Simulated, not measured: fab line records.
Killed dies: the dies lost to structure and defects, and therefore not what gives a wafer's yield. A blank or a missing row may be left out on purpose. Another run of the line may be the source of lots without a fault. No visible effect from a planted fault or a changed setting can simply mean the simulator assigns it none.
fab line records	flow n5Finfet
record lots=11	wafers=33	lastDay=19
route steps=1938 shown SDB@373 MIM_BOT_ETCH@1869 PASSIVATION@1925
lots with no fault: from the same line, run without faults
startH: start of the lot's first displayed wafer, in hours after the record's first day	waitH: hours since the lot's step before	" unchanged from the row above	L1.1+2: a row that stands for several wafers	- no value present, or no start provided	* or withheld: withheld	< > ~ a bound
route shown NAME@n: names a module that has steps shown in the file, with the first one's number in the route	usual: mean/standard deviation of fault-free wafers	same: alike in all rows	chamber/n: place in a boat	sites: the reading at each site	_std_site: their standard deviation	_edge_site: the outer-site mean with the inner-site mean subtracted	radiusMm: how far each site lies from the wafer's centre	mask NAME#n: copy n	behind: the tool/chamber that last shaped the wafer	hold: cause of the lot's hold/its duration in hours/its outcome	device: which transistor (n, p or np) failed to switch	end of line: the same wafers' tests at the end of the route	a step with no rows: only its recipe	killed: at the first sort, the dies lost to defects and structure; wafer yield is something else	map: per-die view of a wafer (x killed, . not killed, _ where there is no die)
set.NAME: the setting that was run; set.NAME@STEP: the one run at that earlier step	model.NAME: the simulator's own value behind a step, which no gauge read
the route's steps for a sample of lots (tables are steps, rows are wafers)
services: the hour from which a tool's chamber was out of use, counted from the record's first day as startH (under 0 if before that day), plus the number of hours and why
## steps
# step N5_SDB_ALD_29
# recipe material=SiNx	targetThkA=300	tempC=400	aldPrecursorFamily=SiH2I2	aldCoReactant=N2/H2-plasma	pulseTimeS=1	aldCycles=600	purgeTimeS=2	coReactantPurgeTimeS=2	pressureTorr=2
# usual heaterPowerW=848/60	precursorPulseHeightRel=1.000/0.021	susceptorTempC=400.01/0.21
lot.wafer	tool	chamber	startH	waitH	heaterPowerW	precursorPulseHeightRel	susceptorTempC
L485.2	aldSin-03	2	74.57	0.1	761	0.985	400.13
L485.4	"	0	"	"	837	1.002	400.15
L485.5	"	3	75.93	1.5	917	1.008	399.99
L488.1	aldSin-04	3	91.13	0.0	872	1.036	399.89
L488.2	"	1	"	"	878	0.974	399.82
L488.4	"	2	"	"	856	1.004	399.84
L489.1	aldSin-04	1	95.37	0.0	856	1.014	399.89
L489.4	"	3	"	"	880	1.008	399.86
L489.6	"	3	96.72	1.4	917	1.017	399.96
L490.2	aldSin-01	0	102.93	0.0	809	1.022	400.31
L490.3	"	3	"	"	826	1.017	400.14
L490.4	"	2	"	"	709	0.989	400.01
L491.3	aldSin-04	2	109.67	0.0	868	1.007	399.84
L491.4	"	1	"	"	856	1.031	400.32
L491.6	"	1	111.02	1.4	860	0.976	400.55
L492.3	aldSin-01	0	118.19	0.1	805	1.020	400.12
L492.4	"	3	"	"	798	1.023	400.19
L492.6	"	0	119.54	1.5	829	1.011	399.88
L493.2	aldSin-01	1	122.49	0.0	887	0.996	400.18
L493.5	"	0	123.84	1.4	793	0.973	400.00
L493.6	"	1	"	"	899	1.032	399.53
L496.1	aldSin-01	3	137.62	0.0	808	0.991	400.20
L496.2	"	2	"	"	718	1.036	399.97
L496.3	"	1	"	"	848	1.011	400.39
L500.1	aldSin-04	0	163.60	0.2	943	1.005	400.15
L500.5	"	0	164.96	1.5	943	0.983	399.82
L500.6	"	3	"	"	901	1.032	400.03
L486.2	aldSin-04	2	185.11	0.4	840	1.006	399.34
L486.3	"	0	"	"	952	1.022	400.17
L486.5	"	1	186.46	1.8	874	0.978	400.22
L506.1	aldSin-04	3	206.44	0.1	895	1.047	399.79
L506.3	"	1	"	"	868	0.963	399.96
L506.4	"	0	"	"	941	1.010	399.51
# step N5_MIM_BOT_ETCH_STRIP_01
# recipe chemistry=O2	powerW=600	tempC=60	pressureMtorr=30	rfFrequencyHz=6e+07	biasPowerW=0	overashFraction=0.5	o2FlowSccm=225
# usual drypumpMotorCurrentA=5.6/0.32	oesProductAu=0.80/0.098	rfVppV=3.7/1.4	showerheadPlenumPTorr=2.11/0.057	throttleValvePct=16.72/0.23
lot.wafer	tool	chamber	startH	waitH	drypumpMotorCurrentA	oesProductAu	rfHoursCounterH	rfVppV	showerheadPlenumPTorr	throttleValvePct
L485.2	rieDiel-03	0	275.12	0.1	5.3	0.87	26	1.5	2.15	16.80
L485.4	"	1	"	"	5.8	0.75	152	4.4	2.12	16.82
L485.5	"	0	"	"	5.3	0.90	-	3.2	2.15	16.75
L488.1	rieDiel-06	3	284.10	0.1	5.2	0.68	210	5.1	2.18	17.22
L488.2	"	0	"	"	5.9	0.80	104	3.2	2.00	16.40
L488.4	"	1	"	"	5.6	1.01	0	2.5	2.13	16.62
L489.1	rieDiel-03	3	289.10	0.1	5.1	0.70	202	7.7	2.09	16.84
L489.4	"	2	"	"	6.3	0.70	241	4.2	2.09	16.99
L489.6	"	0	"	"	5.3	0.88	-	4.3	2.14	16.74
L490.2	rieDiel-06	2	295.64	0.1	5.5	0.80	113	2.8	2.09	16.66
L490.3	"	1	"	"	5.6	0.97	4	1.8	2.13	16.64
L490.4	"	0	"	"	5.9	0.79	107	3.8	2.00	16.37
L492.3	rieDiel-06	1	306.27	0.1	5.7	0.95	8	4.6	2.13	16.67
L492.4	"	3	"	"	5.1	0.68	217	5.2	2.18	17.16
L492.6	"	3	"	"	5.1	0.67	-	2.0	2.18	17.26
L491.3	rieDiel-01	1	308.82	0.1	5.5	0.72	227	4.2	2.16	16.92
L491.4	"	3	"	"	5.5	0.83	92	1.4	2.02	16.32
L491.6	"	2	"	"	5.7	0.91	-	2.3	2.17	16.68
L493.2	rieDiel-06	3	330.73	0.1	5.1	0.66	224	3.2	2.17	17.20
L493.5	"	0	"	"	5.9	0.79	-	5.8	1.99	16.41
L493.6	"	1	"	"	5.6	0.93	-	5.1	2.13	16.64
L496.1	rieDiel-06	1	330.93	0.1	5.6	0.93	17	2.9	2.13	16.64
L496.2	"	2	"	"	5.5	0.77	125	5.0	2.08	16.67
L496.3	"	0	"	"	5.9	0.80	119	5.3	1.99	16.39
L500.1	rieDiel-03	0	356.88	0.3	5.3	0.85	54	4.4	2.14	16.83
L500.5	"	0	"	"	5.3	0.85	-	4.1	2.14	16.81
L500.6	"	3	"	"	5.1	0.70	-	2.7	2.08	16.89
L486.2	rieDiel-03	2	399.47	0.1	6.2	0.95	21	4.5	2.08	16.66
L486.3	"	3	"	"	5.1	0.68	241	2.5	2.08	16.93
L486.5	"	3	"	"	5.1	0.67	-	2.9	2.08	16.92
L506.1	rieDiel-01	1	437.92	0.2	5.5	0.87	14	4.3	2.14	16.52
L506.3	"	0	"	"	5.7	0.76	152	5.0	2.19	16.47
L506.4	"	3	"	"	5.5	0.77	135	5.6	2.01	16.41
# step N5_PASSIVATION_CD_MEAS_44
# recipe targetCdNm=40000	landingEnergyEv=500	detector=seInlens
# usual cdNm=40000/3.9
lot.wafer	tool	chamber	startH	waitH	cdNm
L485.2	cdSem-03	0	280.38	-	39999
L485.4	"	0	"	"	39996
L485.5	"	0	"	"	40006
L488.1	cdSem-01	0	290.04	-	40001
L488.2	"	0	"	"	40002
L488.4	"	0	"	"	40000
L489.1	cdSem-01	0	295.80	-	40006
L489.4	"	0	"	"	40003
L489.6	"	0	"	"	40004
L490.2	cdSem-02	0	300.08	-	39995
L490.3	"	0	"	"	40002
L490.4	"	0	"	"	39993
L492.3	cdSem-03	0	310.79	-	40003
L492.4	"	0	"	"	40003
L492.6	"	0	"	"	40000
L491.3	cdSem-02	0	313.87	-	40007
L491.4	"	0	"	"	40008
L491.6	"	0	"	"	40010
L493.2	cdSem-03	0	335.23	-	39998
L493.5	"	0	"	"	40002
L493.6	"	0	"	"	39998
L496.1	cdSem-01	0	337.59	-	40001
L496.2	"	0	"	"	39998
L496.3	"	0	"	"	40001
L500.1	cdSem-01	0	364.58	-	39998
L500.5	"	0	"	"	40001
L500.6	"	0	"	"	39999
L486.2	cdSem-03	0	404.92	-	40001
L486.3	"	0	"	"	40006
L486.5	"	0	"	"	40001
L506.1	cdSem-03	0	446.83	-	39998
L506.3	"	0	"	"	40005
L506.4	"	0	"	"	39996
# step N5_PASSIVATION_STRIP_48
# recipe chemistry=O2	powerW=600	tempC=60	pressureMtorr=30	rfFrequencyHz=6e+07	biasPowerW=0	overashFraction=0.5	o2FlowSccm=225
# usual drypumpMotorCurrentA=5.6/0.34	oesProductAu=0.78/0.083	rfVppV=3.8/2.2	showerheadPlenumPTorr=2.10/0.056	throttleValvePct=16.76/0.24
lot.wafer	tool	chamber	startH	waitH	drypumpMotorCurrentA	oesProductAu	rfHoursCounterH	rfVppV	showerheadPlenumPTorr	throttleValvePct
L485.2	rieDiel-03	2	281.05	0.1	6.3	0.70	239	4.0	2.09	17.00
L485.4	"	0	"	"	5.4	0.88	28	1.5	2.15	16.78
L485.5	"	0	"	"	5.3	0.90	-	6.7	2.15	16.76
L488.1	rieDiel-03	3	290.68	0.1	5.1	0.69	203	1.6	2.09	16.79
L488.2	"	1	"	"	5.7	0.75	157	10.2	2.12	16.78
L488.4	"	0	"	"	5.2	0.84	32	4.2	2.15	16.83
L489.1	rieDiel-03	1	296.44	0.1	5.8	0.71	159	1.6	2.12	16.87
L489.4	"	0	"	"	5.3	0.85	33	7.6	2.14	16.79
L489.6	"	1	"	"	5.8	0.76	-	3.5	2.12	16.74
L490.2	rieDiel-03	0	300.94	0.1	5.3	0.87	35	1.2	2.14	16.88
L490.3	"	2	"	"	6.3	0.66	246	5.4	2.09	17.05
L490.4	"	1	"	"	5.7	0.72	161	1.6	2.12	16.76
L492.3	rieDiel-03	2	311.43	0.1	6.2	0.67	249	5.4	2.09	16.94
L492.4	"	3	"	"	5.1	0.70	208	3.0	2.09	16.94
L492.6	"	3	"	"	5.2	0.72	-	4.8	2.09	16.83
L491.3	rieDiel-03	3	314.98	0.1	5.1	0.73	210	0.6	2.09	16.86
L491.4	"	1	"	"	5.8	0.73	-	0.3	2.12	16.82
L491.6	"	0	"	"	5.3	0.89	-	0.3	2.14	16.80
L493.2	rieDiel-06	3	335.87	0.1	5.1	0.67	225	2.8	2.17	17.32
L493.5	"	0	"	"	6.0	0.79	-	4.7	2.00	16.41
L493.6	"	1	"	"	5.6	0.89	-	3.2	2.13	16.61
L496.1	rieDiel-06	1	338.23	0.1	5.6	0.91	20	5.3	2.13	16.72
L496.2	"	0	"	"	5.9	0.81	122	6.8	1.99	16.41
L496.3	"	2	"	"	5.5	0.76	127	2.9	2.08	16.66
L500.1	rieDiel-03	2	365.45	0.1	6.3	0.94	11	10.2	2.09	16.68
L500.5	"	3	"	"	5.1	0.68	-	2.9	2.08	16.89
L500.6	"	0	"	"	5.3	0.80	-	1.3	2.13	16.88
L486.2	rieDiel-06	1	405.55	0.1	5.6	0.86	43	3.8	2.12	16.62
L486.3	"	0	"	"	5.9	0.74	145	0.9	1.98	16.45
L486.5	"	1	"	"	5.6	0.88	-	2.0	2.12	16.68
L506.1	rieDiel-06	1	447.47	0.1	5.6	0.83	61	4.3	2.11	16.73
L506.3	"	3	"	"	5.1	0.97	2	5.2	2.16	16.71
L506.4	"	0	"	"	5.9	0.75	162	3.7	1.98	16.44
# step N5_PASSIVATION_PROBE_49
# usual defectLimitedYield=91.0/1.3	killed_at_M0_to_M3=33/10	killed_at_M4_up=14/5.6	killedAtContacts=12/5.8	killedAtFrontEnd=43/11	killedAtOther=4.1/2.8	killedDies=106/15	killedOpen=70/12	killedShort=34/7.5	sort_bin_5_function=5.3/0.88	sort_bin_6_memory=3.3/0.64	sortNPass=1074/15	sortYieldPct=91.0/1.3
# same grossDies=1180	killedAtBackSide=0	sort_bin_4_leakage[%]=0	sort_bin_8_speed[%]=0
lot.wafer	tool	chamber	startH	waitH	defectLimitedYield[%]	killed_at_M0_to_M3	killed_at_M4_up	killedAtContacts	killedAtFrontEnd	killedAtOther	killedDies	killedOpen	killedShort	sort_bin_5_function[%]	sort_bin_6_memory[%]	sortNPass	sortYieldPct[%]
L485.2	prober-02	-	283.76	0.2	91.0	36	4	9	53	4	106	63	41	5.3	3.3	1074	91.0
L485.4	prober-02	-	283.86	0.3	89.1	22	11	18	74	4	129	77	52	6.3	4.1	1051	89.1
L485.5	prober-02	-	283.91	0.4	91.9	38	10	7	38	2	95	58	37	4.7	3.1	1085	91.9
L488.1	prober-02	-	293.17	0.0	92.2	34	13	9	35	1	92	65	26	5.4	2.0	1088	92.2
L488.2	prober-02	-	293.22	0.1	90.8	39	16	9	42	2	108	75	32	5.3	3.6	1072	90.8
L488.4	prober-02	-	293.32	0.2	90.0	56	11	9	41	1	118	74	38	5.5	3.8	1062	90.0
L489.1	prober-01	-	298.95	0.0	91.3	30	9	9	49	6	103	73	30	4.8	3.6	1077	91.3
L489.4	prober-01	-	299.10	0.2	90.2	28	15	15	51	7	116	77	39	5.6	3.9	1064	90.2
L489.6	prober-01	-	299.20	0.3	90.5	30	17	14	46	5	112	81	29	5.3	3.9	1068	90.5
L490.2	prober-02	-	303.49	0.1	89.1	22	17	20	63	7	129	79	50	6.4	4.1	1051	89.1
L490.3	prober-02	-	303.54	0.1	89.2	30	11	17	65	4	127	94	29	6.7	3.6	1053	89.2
L490.4	prober-02	-	303.59	0.2	89.6	33	12	21	49	8	123	100	22	5.7	4.6	1057	89.6
L492.3	prober-02	-	314.02	0.1	89.7	26	16	10	67	2	121	94	26	7.4	2.7	1059	89.7
L492.4	prober-02	-	314.07	0.2	91.9	23	12	15	38	8	96	62	33	4.9	3.0	1084	91.9
L492.6	prober-02	-	314.17	0.3	92.6	19	15	10	42	1	87	62	24	4.6	2.6	1093	92.6
L491.3	prober-01	-	317.59	0.1	89.7	30	13	13	64	1	121	89	25	5.9	3.7	1059	89.7
L491.4	prober-01	-	317.64	0.2	91.9	17	10	14	52	3	96	64	31	4.9	3.0	1084	91.9
L491.6	prober-01	-	317.74	0.3	90.8	27	12	24	40	5	108	77	28	6.0	2.9	1072	90.8
L493.2	prober-02	-	338.41	0.1	90.7	26	12	6	54	12	110	76	32	5.7	3.2	1070	90.7
L493.5	prober-02	-	338.56	0.2	91.9	30	7	9	47	2	95	56	38	4.7	2.8	1085	91.9
L493.6	prober-02	-	338.61	0.3	91.3	37	6	9	50	1	103	64	37	5.0	3.6	1077	91.3
L496.1	prober-01	-	340.72	0.0	81.6	45	16	10	141	5	217	79	30	12.2	4.6	963	81.6
L496.2	prober-01	-	340.77	0.1	91.4	27	19	1	49	6	102	65	37	4.5	3.7	1078	91.4
L496.3	prober-01	-	340.82	0.1	91.6	34	15	7	36	7	99	60	38	4.3	3.6	1081	91.6
L500.1	prober-01	-	367.95	0.0	94.2	26	6	12	22	2	68	39	27	3.7	1.8	1112	94.2
L500.5	prober-01	-	368.15	0.2	91.9	28	11	9	38	9	95	57	37	4.2	3.3	1085	91.9
L500.6	prober-01	-	368.20	0.3	91.2	33	16	16	32	7	104	77	27	4.9	3.6	1076	91.2
L486.2	prober-01	-	408.11	0.1	91.4	18	15	12	55	1	101	58	41	5.3	2.7	1079	91.4
L486.3	prober-01	-	408.16	0.1	89.7	23	19	14	62	3	121	77	43	5.8	3.9	1059	89.7
L486.5	prober-01	-	408.26	0.2	90.8	21	18	10	58	1	108	65	42	5.4	3.3	1072	90.8
L506.1	prober-01	-	449.96	0.0	91.0	40	7	18	36	5	106	65	39	5.3	3.1	1074	91.0
L506.3	prober-01	-	450.06	0.1	93.5	27	9	5	30	6	77	47	25	4.2	2.0	1103	93.5
L506.4	prober-01	-	450.11	0.2	91.8	32	12	22	28	3	97	68	27	4.8	3.1	1083	91.8
# killed by level:class
L485.2 STI_FIN_REVEAL:geometricParticle:open=14 BEOL_M0_SAQP:geometricParticle:short=11 BEOL_M0_SAQP:geometricParticle:open=11 FIN_SAQP:geometricParticle:open=10 FIN_SAQP:geometricParticle:short=8 MOL_CONTACT_COAG:geometricParticle:open=8 BEOL_M3:geometricParticle:open=6 STARTING-WAFER:geometricParticle:open=5
L485.4 FIN_SAQP:geometricParticle:short=24 FIN_SAQP:geometricParticle:open=22 MOL_CONTACT_COAG:geometricParticle:open=15 BEOL_M0_SAQP:geometricParticle:open=6 GATE_CUT:geometricParticle:short=5 BEOL_M0_SAQP:geometricParticle:short=5 STI_FIN_REVEAL:geometricParticle:open=4 BEOL_M3:geometricParticle:open=4
L485.5 FIN_SAQP:geometricParticle:open=14 BEOL_M0_SAQP:geometricParticle:open=13 FIN_SAQP:geometricParticle:short=11 BEOL_M0_SAQP:geometricParticle:short=10 MOL_CONTACT_COAG:geometricParticle:open=5 BEOL_M2:geometricParticle:open=4 BEOL_M0:geometricParticle:open=4 BEOL_M4:geometricParticle:open=3
L488.1 STI_FIN_REVEAL:geometricParticle:open=14 BEOL_M0_SAQP:geometricParticle:open=8 BEOL_M2:geometricParticle:open=8 MOL_CONTACT_COAG:geometricParticle:open=7 BEOL_M0_SAQP:geometricParticle:short=7 BEOL_M1:geometricParticle:open=6 FIN_SAQP:geometricParticle:open=5 GATE_CUT:geometricParticle:short=4
L488.2 STI_FIN_REVEAL:geometricParticle:open=16 BEOL_M0_SAQP:geometricParticle:short=11 BEOL_M5:geometricParticle:open=9 BEOL_M0_SAQP:geometricParticle:open=8 MOL_CONTACT_COAG:geometricParticle:open=6 FIN_SAQP:geometricParticle:open=5 GATE_CUT:geometricParticle:short=5 BEOL_M3:geometricParticle:open=5
L488.4 BEOL_M0_SAQP:geometricParticle:short=14 BEOL_M2:geometricParticle:open=12 MOL_CONTACT_COAG:geometricParticle:open=9 BEOL_M0_SAQP:geometricParticle:open=9 STI_FIN_REVEAL:geometricParticle:open=8 FIN_SAQP:geometricParticle:open=7 FIN_SAQP:geometricParticle:short=7 BEOL_M1:geometricParticle:open=7
L489.1 STI_FIN_REVEAL:geometricParticle:open=10 FIN_SAQP:geometricParticle:open=9 GATE_CUT:geometricParticle:open=8 BEOL_M0_SAQP:geometricParticle:open=7 MOL_CONTACT_COAG:geometricParticle:open=6 BEOL_M3:geometricParticle:open=5 STARTING-WAFER:geometricParticle:open=5 FIN_SAQP:geometricParticle:short=4
L489.4 MOL_CONTACT_COAG:geometricParticle:open=15 FIN_SAQP:geometricParticle:short=12 STI_FIN_REVEAL:geometricParticle:open=10 BEOL_M0_SAQP:geometricParticle:short=9 BEOL_M3:geometricParticle:open=8 GATE_CUT:geometricParticle:open=7 BEOL_M4:geometricParticle:open=7 FIN_SAQP:geometricParticle:open=6
L489.6 FIN_SAQP:geometricParticle:open=17 STI_FIN_REVEAL:geometricParticle:open=10 BEOL_M3:geometricParticle:open=10 MOL_CONTACT_COAG:geometricParticle:open=9 FIN_SAQP:geometricParticle:short=7 BEOL_M4:geometricParticle:open=6 MOL_CONTACT_COAG:geometricParticle:short=5 BEOL_M2:geometricParticle:open=5
L490.2 STI_FIN_REVEAL:geometricParticle:open=17 MOL_CONTACT_COAG:geometricParticle:open=17 FIN_SAQP:geometricParticle:open=9 BEOL_M2:geometricParticle:open=8 FIN_SAQP:geometricParticle:short=7 BEOL_M0_SAQP:geometricParticle:short=7 BEOL_M4:geometricParticle:open=7 DUMMY_GATE:geometricParticle:open=6
L490.3 STI_FIN_REVEAL:geometricParticle:open=26 MOL_CONTACT_COAG:geometricParticle:open=13 BEOL_M2:geometricParticle:open=8 BEOL_M4:geometricParticle:open=8 BEOL_M1:geometricParticle:open=7 FIN_SAQP:geometricParticle:open=6 FIN_SAQP:geometricParticle:short=5 STI_FIN_REVEAL:geometricParticle:short=4
L490.4 STI_FIN_REVEAL:geometricParticle:open=21 MOL_CONTACT_COAG:geometricParticle:open=18 BEOL_M2:geometricParticle:open=14 BEOL_M4:geometricParticle:open=7 BEOL_M1:geometricParticle:open=6 DUMMY_GATE:geometricParticle:open=5 STI_FIN_REVEAL:geometricParticle:short=4 BEOL_M0_SAQP:geometricParticle:open=4
L492.3 FIN_SAQP:geometricParticle:open=20 STI_FIN_REVEAL:geometricParticle:open=12 BEOL_M2:geometricParticle:open=10 FIN_SAQP:geometricParticle:short=7 MOL_CONTACT_COAG:geometricParticle:open=7 BEOL_M4:geometricParticle:open=7 BEOL_M1:geometricParticle:open=6 GATE_CUT:geometricParticle:open=5
L492.4 MOL_CONTACT_COAG:geometricParticle:open=11 STI_FIN_REVEAL:geometricParticle:open=10 FIN_SAQP:geometricParticle:short=6 FIN_SAQP:geometricParticle:open=5 BEOL_M0_SAQP:geometricParticle:open=5 BEOL_M4:geometricParticle:open=5 ILD0:geometricParticle:open=4 ILD0:geometricParticle:short=4
L492.6 STI_FIN_REVEAL:geometricParticle:open=11 FIN_SAQP:geometricParticle:open=9 BEOL_M4:geometricParticle:open=9 MOL_CONTACT_COAG:geometricParticle:open=9 BEOL_M1:geometricParticle:open=7 FIN_SAQP:geometricParticle:short=4 STI_FIN_REVEAL:geometricParticle:short=4 DUMMY_GATE:geometricParticle:open=4
L491.3 STI_FIN_REVEAL:geometricParticle:open=18 FIN_SAQP:geometricParticle:open=13 MOL_CONTACT_COAG:geometricParticle:open=10 BEOL_M2:geometricParticle:open=10 DUMMY_GATE:geometricParticle:open=7 BEOL_M0_SAQP:geometricParticle:short=7 STARTING-WAFER:geometricParticle:open=7 FIN_SAQP:geometricParticle:short=5
L491.4 STI_FIN_REVEAL:geometricParticle:open=15 FIN_SAQP:geometricParticle:open=12 MOL_CONTACT_COAG:geometricParticle:open=12 DUMMY_GATE:geometricParticle:open=8 BEOL_M0_SAQP:geometricParticle:short=8 FIN_SAQP:geometricParticle:short=6 BEOL_M0_SAQP:geometricParticle:open=3 BEOL_M4:geometricParticle:open=3
L491.6 MOL_CONTACT_COAG:geometricParticle:open=21 FIN_SAQP:geometricParticle:open=14 FIN_SAQP:geometricParticle:short=13 BEOL_M1:geometricParticle:open=13 BEOL_M4:geometricParticle:open=6 BEOL_M2:geometricParticle:open=5 DUMMY_GATE:geometricParticle:open=3 MOL_CONTACT_COAG:geometricParticle:short=3
L493.2 STI_FIN_REVEAL:geometricParticle:open=11 FIN_SAQP:geometricParticle:open=9 BEOL_M3:geometricParticle:open=9 BEOL_M2:geometricParticle:open=6 MOL_CONTACT_COAG:geometricParticle:open=6 DUMMY_GATE:geometricParticle:open=5 BEOL_M0_SAQP:geometricParticle:short=5 BEOL_M0_SAQP:geometricParticle:open=4
L493.5 STI_FIN_REVEAL:geometricParticle:open=9 GATE_CUT:geometricParticle:short=7 BEOL_M1:geometricParticle:open=7 DUMMY_GATE:geometricParticle:open=6 FIN_SAQP:geometricParticle:short=5 FIN_SAQP:geometricParticle:open=5 MOL_CONTACT_COAG:geometricParticle:short=5 BEOL_M0_SAQP:geometricParticle:open=5
L493.6 BEOL_M1:geometricParticle:open=12 MOL_CONTACT_COAG:geometricParticle:open=7 STI_FIN_REVEAL:geometricParticle:open=6 BEOL_M0_SAQP:geometricParticle:open=6 FIN_SAQP:geometricParticle:open=5 GATE_CUT:geometricParticle:short=5 BEOL_M3:geometricParticle:open=5 BEOL_M0_SAQP:geometricParticle:short=4
L496.1 SDB:unspecified=108 BEOL_M0_SAQP:geometricParticle:open=13 FIN_SAQP:geometricParticle:open=9 MOL_CONTACT_COAG:geometricParticle:open=9 BEOL_M3:geometricParticle:open=8 BEOL_M1:geometricParticle:open=7 STI_FIN_REVEAL:geometricParticle:open=6 BEOL_M0_SAQP:geometricParticle:short=6
L496.2 BEOL_M0_SAQP:geometricParticle:short=13 STI_FIN_REVEAL:geometricParticle:open=12 FIN_SAQP:geometricParticle:short=11 FIN_SAQP:geometricParticle:open=8 BEOL_M4:geometricParticle:open=8 DUMMY_GATE:geometricParticle:open=7 BEOL_M0_SAQP:geometricParticle:open=5 BEOL_M2:geometricParticle:open=4
L496.3 BEOL_M0_SAQP:geometricParticle:open=14 BEOL_M0_SAQP:geometricParticle:short=13 FIN_SAQP:geometricParticle:short=8 BEOL_M4:geometricParticle:open=7 STI_FIN_REVEAL:geometricParticle:open=6 MOL_CONTACT_COAG:geometricParticle:open=6 FIN_SAQP:geometricParticle:open=4 DUMMY_GATE:geometricParticle:open=4
L500.1 BEOL_M1:geometricParticle:open=10 MOL_CONTACT_COAG:geometricParticle:open=9 FIN_SAQP:geometricParticle:short=8 BEOL_M0_SAQP:geometricParticle:short=4 BEOL_M2:geometricParticle:open=4 FIN_SAQP:geometricParticle:open=3 MOL_CONTACT_COAG:geometricParticle:short=3 BEOL_M0_SAQP:geometricParticle:open=3
L500.5 FIN_SAQP:geometricParticle:open=10 MOL_CONTACT_COAG:geometricParticle:open=8 BEOL_M3:geometricParticle:open=7 GATE_CUT:geometricParticle:short=6 BEOL_M2:geometricParticle:open=6 FIN_SAQP:geometricParticle:short=5 BEOL_M2:geometricParticle:short=5 BEOL_M0_SAQP:geometricParticle:short=5
L500.6 MOL_CONTACT_COAG:geometricParticle:open=14 BEOL_M3:geometricParticle:open=13 DUMMY_GATE:geometricParticle:open=10 BEOL_M1:geometricParticle:open=6 STI_FIN_REVEAL:geometricParticle:open=5 BEOL_M5:geometricParticle:open=5 BEOL_M0_SAQP:geometricParticle:short=4 BEOL_M2:geometricParticle:open=4
L486.2 FIN_SAQP:geometricParticle:open=14 FIN_SAQP:geometricParticle:short=13 MOL_CONTACT_COAG:geometricParticle:open=7 GATE_CUT:geometricParticle:open=6 STARTING-WAFER:geometricParticle:short=5 BEOL_M0_SAQP:geometricParticle:short=5 STI_FIN_REVEAL:geometricParticle:open=4 MOL_CONTACT_COAG:geometricParticle:short=4
L486.3 STI_FIN_REVEAL:geometricParticle:open=12 FIN_SAQP:geometricParticle:open=10 MOL_CONTACT_COAG:geometricParticle:open=10 FIN_SAQP:geometricParticle:short=7 DUMMY_GATE:geometricParticle:open=7 GATE_CUT:geometricParticle:short=6 BEOL_M2:geometricParticle:open=6 BEOL_M5:geometricParticle:open=5
L486.5 FIN_SAQP:geometricParticle:short=12 MOL_CONTACT_COAG:geometricParticle:open=8 STARTING-WAFER:geometricParticle:open=8 FIN_SAQP:geometricParticle:open=7 DUMMY_GATE:geometricParticle:open=7 BEOL_M3:geometricParticle:open=6 BEOL_M0_SAQP:geometricParticle:short=5 BEOL_M4:geometricParticle:open=5
L506.1 BEOL_M0_SAQP:geometricParticle:short=13 MOL_CONTACT_COAG:geometricParticle:open=12 FIN_SAQP:geometricParticle:open=9 BEOL_M0_SAQP:geometricParticle:open=8 BEOL_M2:geometricParticle:open=6 MOL_CONTACT_COAG:geometricParticle:short=6 BEOL_M3:geometricParticle:open=6 FIN_SAQP:geometricParticle:short=5
L506.3 STI_FIN_REVEAL:geometricParticle:open=13 BEOL_M1:geometricParticle:open=8 BEOL_M0_SAQP:geometricParticle:open=7 FIN_SAQP:geometricParticle:short=5 MOL_CONTACT_COAG:geometricParticle:open=5 BEOL_M0_SAQP:geometricParticle:short=5 BEOL_M3:geometricParticle:short=4 BEOL_M8:geometricParticle:open=4
L506.4 MOL_CONTACT_COAG:geometricParticle:open=20 BEOL_M0_SAQP:geometricParticle:short=7 BEOL_M0_SAQP:geometricParticle:open=7 STI_FIN_REVEAL:geometricParticle:open=5 DUMMY_GATE:geometricParticle:open=5 BEOL_M3:geometricParticle:open=5 BEOL_M4:geometricParticle:open=5 FIN_SAQP:geometricParticle:short=4
## services
tool	chamber	startH	hours	kind
aldSin-04	-	52.34	0.8	repair
aldSin-04	0	68.83	2.1	repair
aldSin-01	-	85.86	14.0	pm
rieDiel-01	2	87.98	4.9	repair
rieDiel-06	2	113.32	8.0	repair
rieDiel-06	2	144.85	12.2	repair
rieDiel-03	0	170.10	5.9	repair
aldSin-01	1	184.53	5.7	repair
rieDiel-06	-	232.17	14.6	pm
aldSin-04	1	236.14	5.3	repair
aldSin-04	0	261.81	14.1	repair
rieDiel-03	2	263.59	3.8	repair
aldSin-04	-	268.25	14.0	pm
aldSin-04	-	287.10	3.3	repair
rieDiel-03	0	317.64	4.0	repair
aldSin-01	-	336.20	2.8	pm
aldSin-01	3	341.61	7.5	repair
aldSin-04	-	343.06	1.3	repair
rieDiel-03	1	354.52	4.8	repair
rieDiel-03	-	372.66	0.1	repair
rieDiel-06	3	400.20	6.6	repair
aldSin-04	2	406.35	8.3	repair
aldSin-01	2	413.47	8.1	repair
rieDiel-06	3	417.07	6.8	repair
## key
firstSign step=N5_PASSIVATION_PROBE_49	reading=killedAtFrontEnd	direction=up	sigmas=9.1	usual=43	struck=141
effect step=N5_PASSIVATION_PROBE_49	reading=defectLimitedYield	direction=down	sigmas=7.3	usual=91.0	struck=81.6
moreKillsBornAt N5_SDB_ALD_29@aldSin-01=108
metAt N5_SDB_ALD_29
struckLots L496
struckWafers L496.1
notActingAt N5_MIM_BOT_ETCH_STRIP_01,N5_PASSIVATION_CD_MEAS_44,N5_PASSIVATION_STRIP_48
onsetBetween 118.19 137.62
fault kind=chamberParticleSource	tool=aldSin-01	chamber=3	onsetH=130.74	steps=N5_SDB_ALD_29	ratePerVisitCm2=0.67055	endH=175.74
